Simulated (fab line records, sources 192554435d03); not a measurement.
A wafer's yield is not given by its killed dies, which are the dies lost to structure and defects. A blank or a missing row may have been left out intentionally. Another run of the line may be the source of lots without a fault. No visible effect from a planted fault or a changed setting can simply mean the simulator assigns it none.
Lot-split experiment || flow n5_finfet || 21 wafers read across 7 lots, on a route 1938 steps long

== SPLIT DETAILS ==
At N5_FIN_SAQP_ETCH_65 (etches SiO2 in CF4, target depth 4 nm, time 4.4 s), the setting time_s was moved away from the recipe's 4.4 s on 6 of the 21 wafers read, by +6.9% to +20.5%. All remaining wafers had this setting at the recipe value.

The reading comes from the split's own step.

== THE READING ==
etch.depth_nm (the simulator's own value, which no gauge read), in nm, at N5_FIN_SAQP_ETCH_65 (etches SiO2 in CF4, target depth 4 nm, time 4.4 s). No usual value for it is given in the file. The 15 wafers here that ran the recipe average 4.003 nm, standard deviation 0.12 nm.

{"wafer": "L074.2", "tool, chamber at the split": "rie_si-04, 3", "time_s as run, s": 4.4, "against the recipe": "recipe", "etch.depth_nm, nm": 3.928, "against lot-mates on the recipe": "-"}
{"wafer": "L074.3", "tool, chamber at the split": "rie_si-04, 1", "time_s as run, s": 4.4, "against the recipe": "recipe", "etch.depth_nm, nm": 4.191, "against lot-mates on the recipe": "-"}
{"wafer": "L074.6", "tool, chamber at the split": "rie_si-04, 3", "time_s as run, s": 4.4, "against the recipe": "recipe", "etch.depth_nm, nm": 3.925, "against lot-mates on the recipe": "-"}
{"wafer": "L076.1", "tool, chamber at the split": "rie_si-03, 1", "time_s as run, s": 4.4, "against the recipe": "recipe", "etch.depth_nm, nm": 4.15, "against lot-mates on the recipe": "-"}
{"wafer": "L076.4", "tool, chamber at the split": "rie_si-03, 2", "time_s as run, s": 4.4, "against the recipe": "recipe", "etch.depth_nm, nm": 3.932, "against lot-mates on the recipe": "-"}
{"wafer": "L076.6", "tool, chamber at the split": "rie_si-03, 2", "time_s as run, s": 4.893, "against the recipe": "+11.2%", "etch.depth_nm, nm": 4.354, "against lot-mates on the recipe": "+0.313"}
{"wafer": "L077.1", "tool, chamber at the split": "rie_si-04, 2", "time_s as run, s": 5.233, "against the recipe": "+18.9%", "etch.depth_nm, nm": 4.715, "against lot-mates on the recipe": "+0.769"}
{"wafer": "L077.4", "tool, chamber at the split": "rie_si-04, 3", "time_s as run, s": 4.4, "against the recipe": "recipe", "etch.depth_nm, nm": 3.946, "against lot-mates on the recipe": "-"}
{"wafer": "L077.5", "tool, chamber at the split": "rie_si-04, 2", "time_s as run, s": 5.233, "against the recipe": "+18.9%", "etch.depth_nm, nm": 4.675, "against lot-mates on the recipe": "+0.729"}
{"wafer": "L081.1", "tool, chamber at the split": "rie_si-02, 2", "time_s as run, s": 4.4, "against the recipe": "recipe", "etch.depth_nm, nm": 3.992, "against lot-mates on the recipe": "-"}
{"wafer": "L081.3", "tool, chamber at the split": "rie_si-02, 0", "time_s as run, s": 5.302, "against the recipe": "+20.5%", "etch.depth_nm, nm": 4.764, "against lot-mates on the recipe": "+0.795"}
{"wafer": "L081.5", "tool, chamber at the split": "rie_si-02, 0", "time_s as run, s": 4.4, "against the recipe": "recipe", "etch.depth_nm, nm": 3.947, "against lot-mates on the recipe": "-"}
{"wafer": "L082.2", "tool, chamber at the split": "rie_si-03, 2", "time_s as run, s": 4.705, "against the recipe": "+6.9%", "etch.depth_nm, nm": 4.197, "against lot-mates on the recipe": "+0.206"}
{"wafer": "L082.4", "tool, chamber at the split": "rie_si-03, 3", "time_s as run, s": 4.4, "against the recipe": "recipe", "etch.depth_nm, nm": 3.864, "against lot-mates on the recipe": "-"}
{"wafer": "L082.5", "tool, chamber at the split": "rie_si-03, 1", "time_s as run, s": 4.4, "against the recipe": "recipe", "etch.depth_nm, nm": 4.119, "against lot-mates on the recipe": "-"}
{"wafer": "L089.1", "tool, chamber at the split": "rie_si-03, 2", "time_s as run, s": 4.4, "against the recipe": "recipe", "etch.depth_nm, nm": 3.977, "against lot-mates on the recipe": "-"}
{"wafer": "L089.2", "tool, chamber at the split": "rie_si-03, 3", "time_s as run, s": 4.4, "against the recipe": "recipe", "etch.depth_nm, nm": 3.876, "against lot-mates on the recipe": "-"}
{"wafer": "L089.3", "tool, chamber at the split": "rie_si-03, 1", "time_s as run, s": 4.4, "against the recipe": "recipe", "etch.depth_nm, nm": 4.139, "against lot-mates on the recipe": "-"}
{"wafer": "L090.2", "tool, chamber at the split": "rie_si-04, 1", "time_s as run, s": 4.4, "against the recipe": "recipe", "etch.depth_nm, nm": 4.191, "against lot-mates on the recipe": "-"}
{"wafer": "L090.3", "tool, chamber at the split": "rie_si-04, 0", "time_s as run, s": 4.4, "against the recipe": "recipe", "etch.depth_nm, nm": 3.875, "against lot-mates on the recipe": "-"}
{"wafer": "L090.5", "tool, chamber at the split": "rie_si-04, 1", "time_s as run, s": 4.903, "against the recipe": "+11.4%", "etch.depth_nm, nm": 4.676, "against lot-mates on the recipe": "+0.643"}

THE FIT
A straight line over all 21 wafers: etch.depth_nm changes by +0.0379 nm for each +1% of time_s; r = +0.92; the points scatter about the line by 0.12 nm.
The same after taking each lot's own level away (the mean of its wafers on the recipe; 21 wafers): +0.0396 nm for each +1%; r = +0.93; scatter 0.11 nm.
The reading moves by 0.81 nm for the largest change in time_s, on that fit.
From 3.9460 to 4.0410 nm: that is the span of the lots' own levels, equal to 0.8 times the standard deviation above.
Hence the lot-to-lot level has little effect on the slope; both slopes agree.
Check: for one of the wafers moved furthest among these (+20.5%), held out of the fit, the line's prediction against its lot-mates is +0.816 nm. Against them it came out at +0.795 nm.

== THE OTHER SPLITS THESE WAFERS WENT THROUGH ==
Before the reading, these wafers also passed through other splits. Each is held against what the fit with the lots' levels taken away leaves over:
{"other split on the same wafers": "N5_ZERO_LAYER_EXPOSE_08 dose_mj", "wafers away from the commonest value": 9, "r with etch.depth_nm (lot level and that fit taken away)": -0.13}
{"other split on the same wafers": "N5_ZERO_LAYER_DEVELOP_10 develop_time_s", "wafers away from the commonest value": 10, "r with etch.depth_nm (lot level and that fit taken away)": "+0.13"}
{"other split on the same wafers": "N5_FIN_SAQP_SPACER1_ALD_24 ald_cycles", "wafers away from the commonest value": 7, "r with etch.depth_nm (lot level and that fit taken away)": "+0.13"}

== THE FILE'S OWN FIT ==
etch.depth_nm changes by +0.0395 nm for each +1% of time_s, r = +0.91.
